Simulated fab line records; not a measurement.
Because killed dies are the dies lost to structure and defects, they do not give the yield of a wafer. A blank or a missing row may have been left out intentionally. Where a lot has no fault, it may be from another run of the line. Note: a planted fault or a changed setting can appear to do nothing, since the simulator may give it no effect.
Split-lot trial	flow n5Finfet	7 lots, 39 wafers read, on a route of 1938 steps

== THE SPLIT ITSELF ==
At N5_FIN_SAQP_ETCH_64 (etches SiO2 in CF4, target depth 1.5 nm), the setting biasW was moved away from the recipe's 400 W on 15 of the 39 wafers read, by -17.6% to -7.2%. The other wafers ran this setting at the recipe's value.

The reading comes from the split's own step.

== THE READING ==
etch.depthNm (the simulator's own value, which no gauge read), in nm, at N5_FIN_SAQP_ETCH_64 (etches SiO2 in CF4, target depth 1.5 nm). There is no usual value for it anywhere in the file. Here, 24 wafers ran the recipe; their average is 1.503 nm with a standard deviation of 0.019 nm.

wafer	tool, chamber at the split	biasW as run, W	against the recipe	etch.depthNm, nm	against lot-mates on the recipe
L076.1	rieSi-03, 2	329.5	-17.6%	1.457	-0.068
L076.2	rieSi-03, 0	329.5	-17.6%	1.414	-0.111
L076.3	rieSi-03, 3	329.5	-17.6%	1.424	-0.101
L076.4	rieSi-03, 1	400	recipe	1.528	-
L076.5	rieSi-03, 2	400	recipe	1.538	-
L076.6	rieSi-03, 3	400	recipe	1.509	-
L077.1	rieSi-01, 2	400	recipe	1.513	-
L077.2	rieSi-01, 1	400	recipe	1.48	-
L077.3	rieSi-01, 3	400	recipe	1.529	-
L077.4	rieSi-01, 0	400	recipe	1.466	-
L077.5	rieSi-01, 1	400	recipe	1.477	-
L077.6	rieSi-01, 2	400	recipe	1.512	-
L081.1	rieSi-03, 2	400	recipe	1.533	-
L081.2	rieSi-03, 0	400	recipe	1.479	-
L081.3	rieSi-03, 3	400	recipe	1.515	-
L081.4	rieSi-03, 1	371.2	-7.2%	1.477	-0.032
L081.5	rieSi-03, 0	371.2	-7.2%	1.458	-0.051
L081.6	rieSi-03, 1	371.2	-7.2%	1.476	-0.033
L083.1	rieSi-03, 1	330.8	-17.3%	1.406	-0.093
L083.2	rieSi-03, 3	330.8	-17.3%	1.411	-0.088
L083.3	rieSi-03, 2	400	recipe	1.515	-
L083.4	rieSi-03, 0	400	recipe	1.479	-
L083.5	rieSi-03, 2	330.8	-17.3%	1.434	-0.065
L083.6	rieSi-03, 3	400	recipe	1.503	-
L086.1	rieSi-03, 2	400	recipe	1.515	-
L086.4	rieSi-03, 3	400	recipe	1.507	-
L086.5	rieSi-03, 1	400	recipe	1.5	-
L088.1	rieSi-01, 0	347.7	-13.1%	1.399	-0.102
L088.2	rieSi-01, 3	400	recipe	1.497	-
L088.3	rieSi-01, 1	347.7	-13.1%	1.403	-0.098
L088.4	rieSi-01, 2	400	recipe	1.502	-
L088.5	rieSi-01, 3	347.7	-13.1%	1.433	-0.068
L088.6	rieSi-01, 2	400	recipe	1.503	-
L093.1	rieSi-01, 3	343.4	-14.2%	1.456	-0.033
L093.2	rieSi-01, 2	400	recipe	1.509	-
L093.3	rieSi-01, 0	343.4	-14.2%	1.41	-0.079
L093.4	rieSi-01, 1	343.4	-14.2%	1.409	-0.080
L093.5	rieSi-01, 0	400	recipe	1.475	-
L093.6	rieSi-01, 1	400	recipe	1.482	-

FIT RESULTS
A straight line over all 39 wafers: etch.depthNm changes by +0.00505 nm for each +1% of biasW; r = +0.87; the points scatter about the line by 0.021 nm.
The same after taking each lot's own level away (the mean of its wafers on the recipe; 39 wafers): +0.0052 nm for each +1%; r = +0.90; scatter 0.018 nm.
That fit puts the effect of the largest move of biasW on the reading at 0.092 nm.
From 1.4887 to 1.5250 nm: that is the span of the lots' own levels, equal to 1.9 times the standard deviation above.
Consequently the slope shifts little with the lot-to-lot level, the two slopes agreeing.
Check: for one of the wafers moved furthest among these (-17.6%), held out of the fit, the line's prediction against its lot-mates is -0.0949 nm. It came out at -0.068 nm against them.

== ADDITIONAL SPLITS CARRIED BY THESE WAFERS ==
Note: prior to the reading, these wafers also went through further splits. Each is held against what the fit with the lots' levels taken away leaves over:
other split on the same wafers	wafers away from the commonest value	r with etch.depthNm (lot level and that fit taken away)
N5_FIN_SAQP_ETCH_65 timeS	15	+0.14

== FILE'S OWN FIT ==
etch.depthNm changes by +0.00523 nm for each +1% of biasW, r = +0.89.
